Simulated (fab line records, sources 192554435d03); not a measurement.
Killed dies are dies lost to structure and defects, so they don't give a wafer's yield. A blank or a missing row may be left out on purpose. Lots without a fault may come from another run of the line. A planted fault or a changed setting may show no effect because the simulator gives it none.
Which tool did it? | flow n5_finfet | 7 lots, 21 wafers sampled, at 2 steps of a route of 1938

WHAT THE GAUGES READ, wafer by wafer
N5_BEOL_M12_RS_MEAS_54: measures by four-point-probe.
lot  | measured     | on            | M12_RS (ohm/sq)
L199 | day 11 00:02 | film_metro-01 | 0.0603 0.0601 0.0601
L200 | day 11 14:45 | film_metro-02 | 0.0588 0.0590 0.0586
L204 | day 12 14:33 | film_metro-01 | 0.0598 0.0599 0.0607
L209 | day 14 01:30 | film_metro-01 | 0.0590 0.0595 0.0600
L215 | day 15 05:53 | film_metro-01 | 0.0599 0.0590 0.0603
L216 | day 15 09:43 | film_metro-02 | 0.0584 0.0600 0.0585
L220 | day 16 23:53 | film_metro-01 | 0.0602 0.0596 0.0596

WHICH TOOL RAN EACH LOT (tool, then ch and the chambers of the sampled wafers, then the start)
lot  | N5_BEOL_M12_SPUTTER_45
L199 | pvd_sputter-01, day 10 22:18
L200 | pvd_sputter-02, day 11 13:44
L204 | pvd_sputter-03, day 12 13:07
L209 | pvd_sputter-01, day 14 00:30
L215 | pvd_sputter-01, day 15 04:53
L216 | pvd_sputter-03, day 15 08:10
L220 | pvd_sputter-03, day 16 22:34
- N5_BEOL_M12_SPUTTER_45: material Cu, target thk 80 nm, time 13.33 s.

THE ANSWER, worked out from the rows above alone
Rule: what is usual is taken from the lots themselves. Put in order of their means at a reading, lots are off if they are a third of the lots or fewer, leave a main group of 4 or more, and stand apart from it by a gap of 3 or more times the standard deviation of the main group's means; of several such gaps the widest counts. A main group whose means are all the same, to the digits that the tables above print for the reading, isn't used. A lot without any number at a reading at which 4 lots or more have one is off too. The other lots that the step has rows for count as sound.
No lot is off at any reading shown: from this, nothing can be told.

WHAT THE SIMULATOR HAD PUT IN
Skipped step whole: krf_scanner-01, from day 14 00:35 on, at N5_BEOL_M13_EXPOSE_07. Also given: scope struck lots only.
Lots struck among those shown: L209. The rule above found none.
